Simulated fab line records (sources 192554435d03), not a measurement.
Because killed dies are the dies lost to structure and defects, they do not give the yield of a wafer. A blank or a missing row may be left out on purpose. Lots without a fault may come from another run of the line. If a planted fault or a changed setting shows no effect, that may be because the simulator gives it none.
Comparing a struck lot with a sound one | flow n5_finfet | 43 steps out of a route of 1938
Sound: these wafers, L700.4, L700.6. Struck: wafer L697.6; the same lot's L697.2 was not struck, so it is left out; see the end for the cause.
Order at every step that has rows: each side's tool, ch and its chambers, its first start. Under that, the readings that differ: sound wafers | struck wafers | difference of the means | sigmas: that difference in standard deviations of wafers without a fault.
alike: a reading whose means differ by less than 2 such deviations, as well as words and numbers matching on both sides. not compared: withheld readings; readings where some wafer has no value; bounds like >300 that might hide an equal value; numbers whose values overlap and for which the record gives no deviation.
The two part at a step that has a row with sigmas, a row that says differs or no value, or rows on one side only. Numbers that have no deviation but don't overlap get no sigmas and don't part them. Lack of a reading on every wafer of one side parts them only where that side has two or more wafers.

first, 2 steps without rows for these wafers: N5_FIN_SAQP_SPACER1_ETCHBACK_25 (etches SiO2 in CHF3/O2, target depth 24.4 nm, time 12.2 s); N5_FIN_SAQP_MANDREL1_REMOVE_56 (chemistry HBr/Cl2/O2, target a-Si, stops on SiNx, bt time 10 s).
N5_FIN_SAQP_CD_MEAS_27 targets a cd of 20 nm.
  sound on cd_sem-02 ch 0, day 7 00:10; struck on cd_sem-03 ch 0, day 6 11:25
  alike: cd_nm
then, 2 steps without rows for these wafers: N5_FIN_SAQP_ETCH_57 (etches SiNx in CH3F/O2, target depth 32.5 nm, time 46.4 s); N5_FIN_SAQP_ETCH_65 (etches SiO2 in CF4, target depth 4 nm, time 4.4 s).
N5_FIN_SAQP_MANDREL_ETCH_58: etches a-Si in HBr/Cl2, stops on SiNx, target depth 45 nm, bt time 10 s, time 27 s.
  sound on rie_si-03 ch 2,3, day 7 00:29; struck on rie_si-05 ch 1, day 6 11:38
  alike: drypump_motor_current_A, oes_product_au, rf_fwd_power_W, throttle_valve_pct
  not compared: rf_hours_counter_h
N5_FIN_SAQP_RECESS_63: chemistry HF/NH3, target SiO2, target depth 18 nm, afs cycles 3, sublimation time 60 s.
  sound on vapor_etch-02 ch 1, day 7 00:41; struck on vapor_etch-02 ch 1, day 6 11:43
  alike: drypump_motor_current_A, sublimation_temp_c
then, 5 steps without rows for these wafers: N5_FIN_SAQP_COAT_68 (time 60 s, resist thk 100 nm); N5_FIN_SAQP_ETCH_69 (etches SOC in N2/H2, stops on SiNx, target depth 150 nm); N5_FIN_SAQP_ETCH_67 (etches SiNx in CH3F/O2, target depth 30 nm); N5_FIN_SAQP_STRIP_70 (strips in N2/H2); N5_FIN_SAQP_RECESS_71 (chemistry HF/NH3, target SiO2, target depth 3 nm, afs cycles 1, sublimation time 60 s).
N5_FIN_SAQP_SPACER2_ALD_28: deposits SiO2, target thk 8.1 nm, pulse time 1 s, purge time 2 s.
  sound on ald_sin-03 ch 0,2, day 7 01:22; struck on ald_sin-02 ch 2, day 6 12:52
  reading                                           | sound   | struck | difference | sigmas
  model.SiO2_of_FIN_SAQP_SPACER2_ALD_28.thk_nm (nm) | 8.2 8.2 | 3.2    | -5.0       |
  alike: heater_power_w, precursor_pulse_height_rel
then, 1 step without rows for these wafers: N5_FIN_SAQP_SPACER2_ETCHBACK_29 (etches SiO2 in CHF3/O2, target depth 12.2 nm, time 6.1 s).
N5_FIN_SAQP_MANDREL2_REMOVE_60: chemistry HBr/Cl2/O2, target a-Si, stops on SiNx, bt time 10 s.
  sound on rie_si-03 ch 0,3, day 7 01:53; struck on rie_si-03 ch 0, day 6 13:23
  reading                   | sound | struck | difference | sigmas
  model.FIN_SAQP.cd_nm (nm) | 8 8.4 | 3.4    | -4.8       |
  alike: drypump_motor_current_A, oes_o_777_au, oes_product_au, rf_fwd_power_W, throttle_valve_pct
  not compared: rf_hours_counter_h
N5_FIN_SAQP_CD_MEAS_31 targets a cd of 8 nm.
  sound on cd_sem-01 ch 0, day 7 02:01; struck on cd_sem-03 ch 0, day 6 13:30
  reading    | sound     | struck | difference | sigmas
  cd_nm (nm) | 7.87 8.00 | 3.32   | -4.62      | -22
then, 2 steps without rows for these wafers: N5_FIN_SAQP_HM_OPEN_33 (chemistry CH3F/O2, target SiNx, target depth 49.4 nm, time 70.6 s); N5_FIN_SAQP_ETCH_34 (etches SiO2 in C4F6/O2, target depth 45 nm, time 15 s).
N5_FIN_SAQP_STRIP_77: strips in N2/H2, time 90 s.
  sound on rie_diel-01 ch 3, day 7 02:31; struck on rie_diel-01 ch 0, day 6 13:40
  reading      | sound     | struck | difference | sigmas
  rf_vpp_V (V) | 46.3 45.1 | 43.7   | -2.0       | -2
  alike: drypump_motor_current_A, h2_flow_sccm, oes_product_au, showerhead_plenum_p_Torr, throttle_valve_pct
  not compared: rf_hours_counter_h
N5_FIN_SAQP_HM_CD_35 targets a cd of 8 nm.
  sound: cd_sem-02 at day 7 02:39; struck: cd_sem-03 at day 6 13:47
  reading    | sound     | struck | difference | sigmas
  cd_nm (nm) | 8.25 8.52 | 3.77   | -4.62      | -18
N5_FIN_SAQP_ETCH_64: etches SiO2 in CF4, target depth 1.5 nm.
  sound on rie_si-02 ch 0,3, day 7 02:41; struck on rie_si-05 ch 1, day 6 13:50
  alike: drypump_motor_current_A, oes_product_au, rf_fwd_power_W, throttle_valve_pct
  not compared: rf_hours_counter_h
N5_FIN_SAQP_FIN_ETCH_36: etches the open film in HBr/Cl2/O2, target depth 120 nm, time 50.4 s.
  sound on rie_si-02 ch 0,3, day 7 02:43; struck on rie_si-05 ch 1, day 6 13:52
  reading                   | sound   | struck | difference | sigmas
  model.FIN_SAQP.cd_nm (nm) | 7.8 8.4 | 3.8    | -4.3       |
  alike: drypump_motor_current_A, oes_o_777_au, oes_product_au, rf_fwd_power_W, throttle_valve_pct
  not compared: rf_hours_counter_h
N5_FIN_SAQP_CD_MEAS_37 targets a cd of 8 nm.
  sound: cd_sem-03 at day 7 02:50; struck: cd_sem-01 at day 6 13:59
  reading    | sound     | struck | difference | sigmas
  cd_nm (nm) | 7.60 8.54 | 3.77   | -4.30      | -15
then, 3 steps without rows for these wafers: N5_FIN_SAQP_PRECLEAN_38 (cleans in O3/DIW, time 45 s); N5_FIN_SAQP_PRECLEAN_45 (cleans in dHF, time 10 s); N5_FIN_SAQP_SRD_39 (time 30 s).
N5_FIN_SAQP_OCD_MEAS_76:
  sound: ocd-02 at day 7 02:56; struck: ocd-02 at day 6 14:05
  alike: trench_depth_nm
N5_FIN_SAQP_INSPECT_40: inspects for defects (brightfield).
  sound: defect_inspect-01 at day 7 02:58; struck: defect_inspect-01 at day 6 14:07
  alike: raw_defect_count
then, 9 steps without rows for these wafers: N5_FIN_CUT_COAT_18 (time 60 s, resist thk 230 nm); N5_FIN_CUT_COAT_19 (time 60 s, resist thk 20 nm); N5_FIN_CUT_COAT_29 (time 60 s, resist thk 10 nm); N5_FIN_CUT_COAT_02 (resist thk 30 nm); N5_FIN_CUT_EBR_04; N5_FIN_CUT_SOFTBAKE_03 (time 60 s); N5_FIN_CUT_EXPOSE_05 (exposes mask FIN CUT); N5_FIN_CUT_PEB_06 (peb time 60 s); N5_FIN_CUT_DEVELOP_07 (develop time 30 s).
N5_FIN_CUT_CD_MEAS_08 targets a cd of 29.1 nm.
  sound on cd_sem-02 ch 0, day 7 03:24; struck on cd_sem-01 ch 0, day 6 14:25
  alike: cd_nm
N5_FIN_CUT_OVL_MEAS_09:
  sound on overlay-01 ch 0, day 7 03:26; struck on overlay-01 ch 0, day 6 14:26
  alike: FIN_CUT_OVL
N5_FIN_CUT_INSPECT_10: inspects for defects (brightfield).
  sound: defect_inspect-02 at day 7 03:29; struck: defect_inspect-01 at day 6 14:30
  alike: raw_defect_count
N5_FIN_CUT_DESCUM_13: chemistry O2, time 7 s.
  sound on rie_diel-04 ch 0,1, day 7 03:31; struck on rie_diel-06 ch 1, day 6 14:32
  reading               | sound     | struck | difference | sigmas
  oes_product_au (a.u.) | 0.75 0.77 | 0.94   | +0.18      | +3
  alike: drypump_motor_current_A, rf_fwd_power_W, rf_vpp_V, showerhead_plenum_p_Torr, throttle_valve_pct
  not compared: rf_hours_counter_h
then, 1 step without rows for these wafers: N5_FIN_CUT_ETCH_30 (etches underlayer in N2/H2, target depth 13 nm, time 10.4 s).
N5_STI_FIN_REVEAL_CD_MEAS_22: target cd 6.238 nm, pitch 28 nm.
  sound: cd_sem-03 at day 7 13:07; struck: cd_sem-01 at day 7 00:20
  reading    | sound   | struck | difference | sigmas
  cd_nm (nm) | 5.6 6.8 | 2.0    | -4.2       | -12

WHERE THEY PART
First at N5_FIN_SAQP_CD_MEAS_31; last, within this record, at N5_STI_FIN_REVEAL_CD_MEAS_22.

WHY: the cause the simulator had injected
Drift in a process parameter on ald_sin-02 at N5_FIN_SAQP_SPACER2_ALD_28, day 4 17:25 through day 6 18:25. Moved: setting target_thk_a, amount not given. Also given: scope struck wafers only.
